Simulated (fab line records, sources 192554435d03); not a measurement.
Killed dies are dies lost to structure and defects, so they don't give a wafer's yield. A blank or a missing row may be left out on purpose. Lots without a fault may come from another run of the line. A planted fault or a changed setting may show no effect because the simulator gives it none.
fab line records | flow n5_finfet
record lots=24 wafers=72 last_day=17
route steps=1938 shown BEOL_M1@792
lots that met no fault: from a run of the same line without faults
start_h: hours from the record's first day to the start of the lot's first wafer shown | wait_h: hours since the lot's step before | " the same as in the row above | L1.1+2: a row that stands for several wafers | - no value, or no start given | * or withheld: withheld | < > ~ a bound
route shown NAME@n: a module of which the file shows steps, and the number in the route of the first | usual: mean/standard deviation of fault-free wafers | same: alike in all rows | chamber/n: place in a boat | sites: the reading at each site | _std_site: their standard deviation | _edge_site: outer sites' mean less inner sites' | radius_mm: how far each site lies from the wafer's centre | mask NAME#n: copy n | behind: the tool/chamber that last shaped the wafer | hold: why the lot was held/for how many hours/how that ended | device: the transistor (n, p or np) that didn't switch | end of line: the same wafers' tests at the end of the route | a step without rows: its recipe alone | killed: dies lost to structure and defects at the first sort, not the wafer's yield | map: a wafer's dies, x killed, . not, _ none there
set.NAME: the setting as run; set.NAME@STEP: as run at that earlier step | model.NAME: the simulator's own value behind a step, which no gauge read
steps of the route over a sample of lots; a table a step, a row a wafer
services: from which hour (start_h, from the record's first day; less than 0 if before it) a tool's chamber was out of use, for how many hours, and why
## steps
# step N5_BEOL_M1_ALD_98
# recipe material=SiO2 target_thk_a=25 temp_c=100 ald_precursor_family=BDEAS ald_co_reactant=O2-plasma pulse_time_s=1 co_reactant_pulse_time_s=1 purge_time_s=2 co_reactant_purge_time_s=2 ald_cycles=17 pressure_torr=2
# usual heater_power_w=75/4 precursor_pulse_height_rel=1.000/0.019
# same co_reactant_pulse_time_s=1
# columns lot.wafer tool chamber start_h wait_h heater_power_w precursor_pulse_height_rel since_wet_clean_h
L074.3 ald_sin-04 0 121.59 0.3 73 0.984 22
L074.4 " 1 " " 71 0.994 22
L074.5 " 0 " " 75 1.018 -
L075.2 ald_sin-04 3 141.76 0.1 80 0.970 42
L075.3 " 0 " " 74 0.976 42
L075.5 " 2 " " 72 0.967 -
L076.2 ald_sin-02 0 143.58 0.1 79 0.976 333
L076.4 " 2 " " 81 0.991 333
L076.6 " 2 " " 77 0.987 -
L077.2 ald_sin-04 2 145.31 0.1 70 1.011 46
L077.4 " 0 " " 75 0.997 46
L077.5 " 3 " " 82 1.007 -
L078.3 ald_sin-04 1 145.50 0.1 71 1.005 46
L078.4 " 2 " " 70 0.994 46
L078.5 " 0 " " 74 0.997 -
L079.1 ald_sin-04 0 156.28 0.1 74 1.013 57
L079.2 " 2 " " 70 1.005 57
L079.6 " 2 " " 70 1.023 -
L080.1 ald_sin-01 3 162.49 0.1 69 0.984 260
L080.2 " 2 " " 80 1.019 260
L080.5 " 2 " " 80 0.992 -
L082.1 ald_sin-04 3 170.57 0.1 79 0.963 71
L082.3 " 2 " " 71 1.009 71
L082.6 " 2 " " 71 1.003 -
L081.2 ald_sin-01 1 174.08 0.1 73 0.997 272
L081.3 " 0 " " 78 1.020 272
L081.4 " 2 " " 82 1.015 272
L083.2 ald_sin-01 0 177.34 0.4 76 0.975 275
L083.3 " 1 " " 74 1.015 275
L083.6 " 0 " " 77 0.986 -
L084.2 ald_sin-01 0 183.99 0.2 76 1.006 282
L084.3 " 2 " " 80 1.009 282
L084.6 " 1 " " 73 0.967 -
L085.1 ald_sin-01 3 192.67 0.3 70 1.011 290
L085.4 " 1 " " 73 1.014 290
L085.5 " 1 " " 73 0.983 -
L086.4 ald_sin-02 0 203.21 0.3 81 1.027 12
L086.5 " 2 " " 73 0.999 -
L086.6 " 1 " " 77 1.015 -
L087.3 ald_sin-02 2 205.85 0.1 74 1.029 15
L087.4 " 1 " " 77 0.986 15
L087.6 " 3 " " 73 1.015 -
L088.1 ald_sin-01 0 212.94 0.1 77 1.018 311
L088.4 " 2 " " 80 0.987 311
L088.6 " 0 " " 77 1.015 -
L089.1 ald_sin-04 1 218.06 0.1 71 1.014 119
L089.2 " 0 " " 75 0.982 119
L089.4 " 2 " " 71 0.975 119
L090.2 ald_sin-02 0 222.52 0.1 81 0.990 32
L090.3 " 1 " " 78 0.990 32
L090.5 " 0 " " 81 0.980 -
L091.1 ald_sin-01 0 227.95 0.1 76 1.023 326
L091.3 " 1 " " 74 1.021 326
L091.6 " 0 " " 78 1.010 -
L092.3 ald_sin-01 3 231.95 0.1 69 1.004 330
L092.5 " 1 " " 74 1.004 -
L092.6 " 2 " " 80 1.015 -
L093.2 ald_sin-02 0 235.91 0.4 80 0.989 45
L093.4 " 2 " " 76 0.984 45
L093.6 " 1 " " 76 0.982 -
L094.1 ald_sin-01 0 240.09 0.5 77 1.041 338
L094.5 " 3 " " 68 1.001 -
L094.6 " 0 " " 78 1.015 -
L095.2 ald_sin-02 0 244.35 0.1 79 1.006 54
L095.4 " 3 " " 72 1.020 54
L095.6 " 0 " " 79 1.025 -
L096.1 ald_sin-02 0 253.76 0.5 81 0.973 63
L096.2 " 1 " " 77 0.999 63
L096.6 " 3 " " 74 0.992 -
L097.2 ald_sin-04 2 270.46 0.7 71 1.012 171
L097.3 " 3 " " 80 1.001 171
L097.5 " 2 " " 71 0.988 -
# step N5_BEOL_M1_DEGAS_44
# recipe ambient=vacuum temp_c=250 time_s=60
# usual heater_power_w=323/41
# columns lot.wafer tool chamber start_h wait_h heater_power_w
L074.3 pvd_sputter-02 - 126.13 0.2 312
L074.4 " - " " 312
L074.5 " - " " 308
L075.2 pvd_sputter-03 - 142.73 0.0 337
L075.3 " - " " 336
L075.5 " - " " 346
L076.2 pvd_sputter-01 - 147.50 0.7 394
L076.4 " - " " 356
L076.6 " - " " 395
L077.2 pvd_sputter-01 - 148.04 0.1 357
L077.4 " - " " 317
L077.5 " - " " 400
L078.3 pvd_sputter-02 - 154.93 0.5 320
L078.4 " - " " 238
L078.5 " - " " 237
L079.1 pvd_sputter-01 - 157.60 0.4 306
L079.2 " - " " 395
L079.6 " - " " 400
L080.1 pvd_sputter-01 - 169.25 0.3 409
L080.2 " - " " 333
L080.5 " - " " 404
L082.1 pvd_sputter-01 - 172.87 0.5 325
L082.3 " - " " 354
L082.6 " - " " 352
L081.2 pvd_sputter-03 - 175.61 0.3 298
L081.3 " - " " 330
L081.4 " - " " 333
L083.2 pvd_sputter-03 - 178.55 0.4 284
L083.3 " - " " 332
L083.6 " - " " 343
L084.2 pvd_sputter-01 - 187.99 0.2 306
L084.3 " - " " 333
L084.6 " - " " 356
L085.1 pvd_sputter-02 - 195.51 1.0 244
L085.4 " - " " 316
L085.5 " - " " 321
L086.4 pvd_sputter-01 - 205.06 0.8 408
L086.5 " - " " 404
L086.6 " - " " 336
L087.3 pvd_sputter-02 - 206.68 0.0 311
L087.4 " - " " 325
L087.6 " - " " 328
L088.1 pvd_sputter-02 - 214.14 0.2 304
L088.4 " - " " 329
L088.6 " - " " 307
L089.1 pvd_sputter-01 - 219.75 0.8 406
L089.2 " - " " 372
L089.4 " - " " 314
L090.2 pvd_sputter-03 - 224.24 0.7 344
L090.3 " - " " 342
L090.5 " - " " 285
L091.1 pvd_sputter-02 - 230.32 0.1 321
L091.3 " - " " 322
L091.6 " - " " 240
L092.3 pvd_sputter-02 - 239.36 0.3 315
L092.5 " - " " 243
L092.6 " - " " 314
L094.1 pvd_sputter-02 - 242.52 0.1 314
L094.5 " - " " 311
L094.6 " - " " 242
L093.2 pvd_sputter-03 - 243.11 0.1 347
L093.4 " - " " 324
L093.6 " - " " 341
L095.2 pvd_sputter-03 - 248.34 0.4 294
L095.4 " - " " 330
L095.6 " - " " 350
L096.1 pvd_sputter-03 - 258.09 0.5 345
L096.2 " - " " 331
L096.6 " - " " 329
L097.2 pvd_sputter-02 - 272.36 0.0 239
L097.3 " - " " 319
L097.5 " - " " 318
# step N5_BEOL_M1_SURFACE_TREAT_85
# recipe gas=Ar time_s=* ion_energy_ev=* ion_current_ma_cm2=0.5 pressure_mtorr=* ar_flow_sccm=30
# usual throttle_valve_pct=*
# columns lot.wafer tool chamber start_h wait_h throttle_valve_pct
L074.3 pvd_sputter-02 - 126.49 0.1 *
L074.4 " - " " *
L074.5 " - " " *
L075.2 pvd_sputter-03 - 143.05 0.1 *
L075.3 " - " " *
L075.5 " - " " *
L076.2 pvd_sputter-01 - 147.92 0.2 *
L076.4 " - " " *
L076.6 " - " " *
L077.2 pvd_sputter-03 - 148.77 0.4 *
L077.4 " - " " *
L077.5 " - " " *
L078.3 pvd_sputter-03 - 155.29 0.2 *
L078.4 " - " " *
L078.5 " - " " *
L079.1 pvd_sputter-03 - 157.94 0.1 *
L079.2 " - " " *
L079.6 " - " " *
L080.1 pvd_sputter-02 - 170.08 0.4 *
L080.2 " - " " *
L080.5 " - " " *
L082.1 pvd_sputter-03 - 173.33 0.2 *
L082.3 " - " " *
L082.6 " - " " *
L081.2 pvd_sputter-03 - 176.09 0.2 *
L081.3 " - " " *
L081.4 " - " " *
L083.2 pvd_sputter-03 - 178.89 0.1 *
L083.3 " - " " *
L083.6 " - " " *
L084.2 pvd_sputter-03 - 188.43 0.2 *
L084.3 " - " " *
L084.6 " - " " *
L085.1 pvd_sputter-02 - 195.91 0.1 *
L085.4 " - " " *
L085.5 " - " " *
L086.4 pvd_sputter-03 - 205.42 0.2 *
L086.5 " - " " *
L086.6 " - " " *
L087.3 pvd_sputter-02 - 207.18 0.3 *
L087.4 " - " " *
L087.6 " - " " *
L088.1 pvd_sputter-03 - 215.86 1.5 *
L088.4 " - " " *
L088.6 " - " " *
L089.1 pvd_sputter-01 - 220.15 0.2 *
L089.2 " - " " *
L089.4 " - " " *
L090.2 pvd_sputter-03 - 224.68 0.2 *
L090.3 " - " " *
L090.5 " - " " *
L091.1 pvd_sputter-01 - 230.65 0.1 *
L091.3 " - " " *
L091.6 " - " " *
L092.3 pvd_sputter-03 - 239.71 0.1 *
L092.5 " - " " *
L092.6 " - " " *
L094.1 pvd_sputter-03 - 242.95 0.2 *
L094.5 " - " " *
L094.6 " - " " *
L093.2 pvd_sputter-01 - 244.72 1.4 *
L093.4 " - " " *
L093.6 " - " " *
L095.2 pvd_sputter-02 - 248.79 0.2 *
L095.4 " - " " *
L095.6 " - " " *
L096.1 pvd_sputter-02 - 258.84 0.3 *
L096.2 " - " " *
L096.6 " - " " *
L097.2 pvd_sputter-03 - 272.87 0.3 *
L097.3 " - " " *
L097.5 " - " " *
# step N5_BEOL_M1_ANNEAL_95
# recipe temp_c=400 time_s=240 ambient=vacuum
# usual heater_power_w=808/84
# columns lot.wafer tool chamber start_h wait_h heater_power_w
L074.3 pvd_sputter-03 - 128.42 0.0 863
L074.4 " - " " 847
L074.5 " - " " 847
L075.2 pvd_sputter-03 - 144.92 0.0 827
L075.3 " - " " 733
L075.5 " - " " 842
L076.2 pvd_sputter-01 - 149.76 0.0 818
L076.4 " - " " 896
L076.6 " - " " 976
L077.2 pvd_sputter-03 - 150.85 0.0 818
L077.4 " - " " 734
L077.5 " - " " 849
L078.3 pvd_sputter-02 - 157.13 0.0 593
L078.4 " - " " 826
L078.5 " - " " 801
L079.1 pvd_sputter-03 - 159.81 0.0 845
L079.2 " - " " 818
L079.6 " - " " 839
L080.1 pvd_sputter-02 - 172.28 0.0 577
L080.2 " - " " 781
L080.5 " - " " 801
L082.1 pvd_sputter-02 - 176.51 0.0 761
L082.3 " - " " 816
L082.6 " - " " 598
L081.2 pvd_sputter-03 - 177.99 0.0 833
L081.3 " - " " 737
L081.4 " - " " 849
L083.2 pvd_sputter-02 - 180.82 0.0 812
L083.3 " - " " 586
L083.6 " - " " 791
L084.2 pvd_sputter-03 - 190.57 0.0 728
L084.3 " - " " 843
L084.6 " - " " 836
L085.1 pvd_sputter-02 - 197.75 0.0 592
L085.4 " - " " 772
L085.5 " - " " 802
L086.4 pvd_sputter-03 - 207.29 0.0 729
L086.5 " - " " 818
L086.6 " - " " 833
L087.3 pvd_sputter-02 - 209.12 0.0 775
L087.4 " - " " 808
L087.6 " - " " 796
L088.1 pvd_sputter-02 - 217.80 0.0 616
L088.4 " - " " 769
L088.6 " - " " 802
L089.1 pvd_sputter-01 - 221.99 0.0 813
L089.2 " - " " 1012
L089.4 " - " " 769
L090.2 pvd_sputter-03 - 227.00 0.0 840
L090.3 " - " " 731
L090.5 " - " " 849
L091.1 pvd_sputter-01 - 232.49 0.0 883
L091.3 " - " " 767
L091.6 " - " " 895
L092.3 pvd_sputter-01 - 242.00 0.0 976
L092.5 " - " " 808
L092.6 " - " " 777
L094.1 pvd_sputter-03 - 244.81 0.0 836
L094.5 " - " " 729
L094.6 " - " " 821
L093.2 pvd_sputter-01 - 246.64 0.0 920
L093.4 " - " " 988
L093.6 " - " " 1019
L095.2 pvd_sputter-03 - 250.64 0.0 823
L095.4 " - " " 746
L095.6 " - " " 861
L096.1 pvd_sputter-01 - 261.89 0.0 892
L096.2 " - " " 990
L096.6 " - " " 908
L097.2 pvd_sputter-03 - 274.91 0.0 723
L097.3 " - " " 865
L097.5 " - " " 727
# step N5_BEOL_M1_SPUTTER_96
# recipe material=Cu target_thk_a=45 temp_c=-20 chamber_pressure_pa=0.07 power_w=withheld time_s=8.29
# usual throttle_valve_pct=29.9/1.3
# columns lot.wafer tool chamber start_h wait_h throttle_valve_pct
L074.3 pvd_sputter-03 - 128.56 0.1 29.1
L074.4 " - " " 31.1
L074.5 " - " " 31.4
L075.2 pvd_sputter-03 - 145.06 0.1 31.1
L075.3 " - " " 30.5
L075.5 " - " " 29.6
L076.2 pvd_sputter-01 - 149.90 0.1 27.3
L076.4 " - " " 30.5
L076.6 " - " " 29.6
L077.2 pvd_sputter-03 - 150.99 0.1 31.3
L077.4 " - " " 30.6
L077.5 " - " " 29.1
L078.3 pvd_sputter-02 - 157.27 0.1 30.9
L078.4 " - " " 29.5
L078.5 " - " " 29.6
L079.1 pvd_sputter-03 - 159.95 0.1 31.1
L079.2 " - " " 31.2
L079.6 " - " " 31.1
L080.1 pvd_sputter-02 - 172.42 0.1 30.5
L080.2 " - " " 29.4
L080.5 " - " " 29.4
L082.1 pvd_sputter-02 - 176.65 0.1 30.9
L082.3 " - " " 29.5
L082.6 " - " " 30.5
L081.2 pvd_sputter-03 - 178.13 0.1 31.2
L081.3 " - " " 30.5
L081.4 " - " " 30.9
L083.2 pvd_sputter-02 - 180.96 0.1 29.2
L083.3 " - " " 30.5
L083.6 " - " " 29.6
L084.2 pvd_sputter-03 - 190.71 0.1 30.5
L084.3 " - " " 31.2
L084.6 " - " " 31.0
L085.1 pvd_sputter-02 - 197.89 0.1 30.9
L085.4 " - " " 30.7
L085.5 " - " " 29.4
L086.4 pvd_sputter-03 - 207.43 0.1 30.5
L086.5 " - " " 31.1
L086.6 " - " " 31.1
L087.3 pvd_sputter-02 - 209.26 0.1 31.0
L087.4 " - " " 29.6
L087.6 " - " " 29.3
L088.1 pvd_sputter-02 - 217.94 0.1 30.2
L088.4 " - " " 30.9
L088.6 " - " " 29.2
L089.1 pvd_sputter-01 - 222.13 0.1 27.5
L089.2 " - " " 29.8
L089.4 " - " " 26.7
L090.2 pvd_sputter-03 - 227.14 0.1 29.1
L090.3 " - " " 30.8
L090.5 " - " " 31.1
L091.1 pvd_sputter-01 - 232.63 0.1 30.5
L091.3 " - " " 26.7
L091.6 " - " " 30.5
L092.3 pvd_sputter-01 - 242.14 0.1 29.5
L092.5 " - " " 27.4
L092.6 " - " " 26.5
L094.1 pvd_sputter-03 - 244.95 0.1 29.0
L094.5 " - " " 30.5
L094.6 " - " " 31.2
L093.2 pvd_sputter-01 - 246.78 0.1 30.4
L093.4 " - " " 29.6
L093.6 " - " " 29.5
L095.2 pvd_sputter-03 - 250.78 0.1 31.0
L095.4 " - " " 30.6
L095.6 " - " " 31.0
L096.1 pvd_sputter-01 - 262.03 0.1 30.3
L096.2 " - " " 29.6
L096.6 " - " " 30.2
L097.2 pvd_sputter-03 - 275.05 0.1 30.9
L097.3 " - " " 31.1
L097.5 " - " " 30.3
# step N5_BEOL_M1_PRE_CLEAN_60
# recipe gas=NH3/H2 time_s=15 temp_c=* rf_power_w=300
# usual heater_power_w=99/30
# columns lot.wafer tool chamber start_h wait_h heater_power_w since_wet_clean_h
L074.3 cvd_co-02 1 129.39 0.0 148 1108
L074.4 " 1 " " 151 -
L074.5 " 2 " " 74 -
L075.2 cvd_co-02 2 145.89 0.0 74 228
L075.3 " 1 " " 151 1125
L075.5 " 2 " " 75 -
L076.2 cvd_co-01 2 150.80 0.0 58 451
L076.4 " 0 " " 99 -
L076.6 " 2 " " 58 -
L077.2 cvd_co-02 0 151.95 0.0 98 693
L077.4 " 0 " " 100 -
L077.5 " 1 " " 152 -
L078.3 cvd_co-01 0 158.14 0.1 97 918
L078.4 " 2 " " 56 -
L078.5 " 1 " " 97 -
L079.1 cvd_co-02 0 161.08 0.0 99 702
L079.2 " 1 " " 149 1140
L079.6 " 2 " " 76 -
L080.1 cvd_co-01 1 173.31 0.0 96 37
L080.2 " 2 " " 58 474
L080.5 " 1 " " 95 -
L082.1 cvd_co-01 0 177.95 0.0 95 938
L082.3 " 2 " " 58 479
L082.6 " 0 " " 97 -
L081.2 cvd_co-02 0 179.15 0.1 97 720
L081.3 " 1 " " 154 1158
L081.4 " 2 " " 75 -
L083.2 cvd_co-01 1 181.78 0.0 97 45
L083.3 " 0 " " 97 942
L083.6 " 0 " " 97 -
L084.2 cvd_co-02 1 191.55 0.0 150 1170
L084.3 " 1 " " 151 -
L084.6 " 2 " " 74 -
L085.1 cvd_co-01 2 199.20 0.1 59 500
L085.4 " 0 " " 97 -
L085.5 " 1 " " 99 -
L086.4 cvd_co-01 1 208.47 0.1 96 -
L086.5 " 2 " " 57 -
L086.6 " 0 " " 98 -
L087.3 cvd_co-02 0 210.10 0.0 98 751
L087.4 " 1 " " 151 -
L087.6 " 0 " " 100 -
L088.1 cvd_co-02 1 219.02 0.0 151 1198
L088.4 " 2 " " 76 -
L088.6 " 1 " " 147 -
L089.1 cvd_co-02 0 222.95 0.0 99 764
L089.2 " 1 " " 152 1202
L089.4 " 2 " " 76 -
L090.2 cvd_co-01 1 228.32 0.0 97 92
L090.3 " 2 " " 56 529
L090.5 " 0 " " 97 -
L091.1 cvd_co-01 0 233.45 0.0 97 993
L091.3 " 1 " " 93 97
L091.6 " 0 " " 96 -
L092.3 cvd_co-02 1 243.21 0.0 151 1222
L092.5 " 2 " " 75 -
L092.6 " 0 " " 97 -
L094.1 cvd_co-02 2 245.79 0.0 76 328
L094.5 " 1 " " 149 -
L094.6 " 2 " " 78 -
L093.2 cvd_co-02 0 247.75 0.0 98 789
L093.4 " 1 " " 151 -
L093.6 " 2 " " 78 -
L095.2 cvd_co-02 1 252.97 0.0 149 1232
L095.4 " 1 " " 153 -
L095.6 " 0 " " 96 -
L096.1 cvd_co-01 2 263.13 0.0 59 564
L096.2 " 1 " " 99 126
L096.6 " 1 " " 98 -
L097.2 cvd_co-02 0 276.14 0.0 98 817
L097.3 " 2 " " 76 358
L097.5 " 1 " " 155 -
## services
# columns tool chamber start_h hours kind
ald_sin-04 0 99.56 - clean
ald_sin-04 1 99.56 - clean
ald_sin-04 2 99.56 - clean
cvd_co-01 1 114.67 - clean
cvd_co-01 1 114.67 22.0 scheduled_down
cvd_co-01 1 114.67 22.0 vent_cycle
ald_sin-01 1 145.72 3.2 repair
ald_sin-04 1 169.02 2.7 repair
ald_sin-02 - 176.75 14.0 pm
cvd_co-01 2 178.45 2.3 repair
ald_sin-04 - 180.72 14.6 pm
cvd_co-02 0 183.03 9.2 repair
cvd_co-02 - 192.72 6.9 pm
ald_sin-04 2 203.92 12.4 repair
ald_sin-04 - 234.32 3.0 repair
cvd_co-01 - 234.99 6.0 pm
cvd_co-02 2 248.60 21.1 repair
cvd_co-01 - 249.98 0.8 repair
ald_sin-01 - 268.25 14.0 pm
ald_sin-01 0 268.25 14.0 vent_cycle
ald_sin-01 1 268.25 14.0 vent_cycle
ald_sin-01 2 268.25 14.0 vent_cycle
ald_sin-01 3 268.25 14.0 vent_cycle
cvd_co-02 - 271.48 0.3 repair
## key
fault none
